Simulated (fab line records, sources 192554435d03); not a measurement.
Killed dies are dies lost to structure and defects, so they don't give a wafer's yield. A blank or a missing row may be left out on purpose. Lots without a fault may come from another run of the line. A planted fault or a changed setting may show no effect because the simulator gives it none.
Chamber matching | flow n5_finfet | N5_SD_EPI_N_ETCH_35 on rie_diel-05: 4 sister chambers
The step etches SOC in N2/H2, overetch 108 nm, time 486 s. 4 wafers are shown with their chamber, then 9 later ones without.

WAFERS WITH THEIR CHAMBER
wafer  | chamber | showerhead_plenum_p_Torr (Torr)
L086.5 | 1       | 2.58
L090.3 | 0       | 2.66
L090.4 | 3       | 2.50
L090.5 | 2       | 2.50

WAFERS WITHOUT THEIR CHAMBER
wafer  | showerhead_plenum_p_Torr (Torr)
L092.2 | 2.66
L092.4 | 2.58
L092.5 | 2.49
L095.2 | 2.57
L095.4 | 2.65
L095.6 | 2.57
L097.4 | 2.65
L097.5 | 2.57
L097.6 | 2.65

WHICH CHAMBER EACH WENT THROUGH
wafer  | from the rows above     | in truth
L092.2 | 0                       | 0
L092.4 | 1                       | 1
L092.5 | can't be placed: 2 or 3 | 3
L095.2 | 1                       | 1
L095.4 | 0                       | 0
L095.6 | 1                       | 1
L097.4 | 0                       | 0
L097.5 | 1                       | 1
L097.6 | 0                       | 0
Placed correctly: 8 of 9. Can't be placed from these rows: 1 (the true chamber is among the candidates in 1). Placed wrongly: 0.
How it was worked out, from the rows above alone: a wafer's distance from a chamber is the root of the sum, over the readings, of the square of ((its reading less the chamber's mean) divided by the reading's scatter). The wafer belongs to the nearest chamber; if the next one is less than 2 further off, it can't be placed. A chamber's mean is the mean of its shown wafers. The scatter: with one shown wafer a chamber, the root of the mean of the squares of how far each hidden wafer lies from its nearest shown one.
